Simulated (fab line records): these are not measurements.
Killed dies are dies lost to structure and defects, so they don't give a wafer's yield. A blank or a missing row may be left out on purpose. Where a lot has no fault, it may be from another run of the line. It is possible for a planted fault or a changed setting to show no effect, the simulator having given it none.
Problem report in the 8D (eight disciplines) form, filled by code / flow n5-finfet / the parts of the form that need people (team, actions taken, sign-off) are left out

## 1. WHAT IS WRONG
At N5_WELL_APT_IMPLANT_14, dose-ions-cm2 averages 1.4e+13 over 6 wafers from 2 lots, while fault-free wafers read 1.5e+13, standard deviation 1.8e+10. That is -48 standard deviations from the usual mean.
The first sign was on wafer L846.1 at day 4 20:02, on implanter-02. Wafers with a number at this step in the record: 35, from 12 lots. Rule for "out" (also "out of limits"): further than 4 standard deviations from the usual mean. The rest of the wafers with a number are treated as sound.

## 2. WHAT IT IS, WHAT IT ISN'T
question=which readings at this step | is=dose-ions-cm2 | is not=beam-energy-keV, tilt-deg
question=which lots | is=L846, L847 | is not=L833, L834, L835, L836, L838, L839, L851, L853, L855, L856
question=which wafers of those lots | is=all that have a number | is not=-
question=read on which tools | is=implanter-02 | is not=implanter-01
question=when | is=from day 4 20:02 | is not=up to then (17 sound wafers); but 12 sound wafers of L851, L853, L855, L856 came after

## 3. WHAT RULES OUT EACH SUSPECT
Counting: a tool at a process step up to the reading stays a suspect if it ran every lot that is out and no sound lot after the first of them.
- implanter-02 at N5_WELL_APT_IMPLANT_14: kept. All lots that are out passed through it, beginning with L846 at day 4 20:02, and no sound lot followed; its final sound lot before that point was L836 at day 2 07:53. Out on those wafers are its own readings of dose-ions-cm2.
Left after counting: implanter-02 at N5_WELL_APT_IMPLANT_14.

## 4. THE CAUSE (what the simulator had put in)
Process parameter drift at N5_WELL_APT_IMPLANT_14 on implanter-02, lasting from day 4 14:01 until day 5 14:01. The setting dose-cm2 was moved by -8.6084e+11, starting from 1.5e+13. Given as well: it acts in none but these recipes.
Only this tool survived the counting.

## 5. THE CHAIN OF EFFECTS, in route order
Rows list readings where the struck wafers' mean (over those with a number) sits beyond 3 standard deviations from the usual. Readings are gone through only where the record gives a usual standard deviation; hours: the median, over the lots, of the time from a lot's start at the first step in this table giving one to that lot's start at this step; sigmas: the change measured in usual standard deviations.
hours=0; step=N5_WELL_APT_IMPLANT_14; reading=dose-ions-cm2; usual=1.5e+13; on struck wafers=1.4e+13; change=-8.6e+11; sigmas=-48
Process steps it contains:
- N5_WELL_APT_IMPLANT_14
Later steps that measure or inspect, where all struck wafers having a row at the step show a number for every such reading and not one has moved that far: N5_PMOS_HMC_CHANNEL_EPI_OVL_MEAS_10.

## 6. HOW IT WOULD HAVE BEEN CAUGHT EARLIER
The fault began at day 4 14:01; the first out-of-limits reading in this record came at day 4 20:02, 6 hours later.
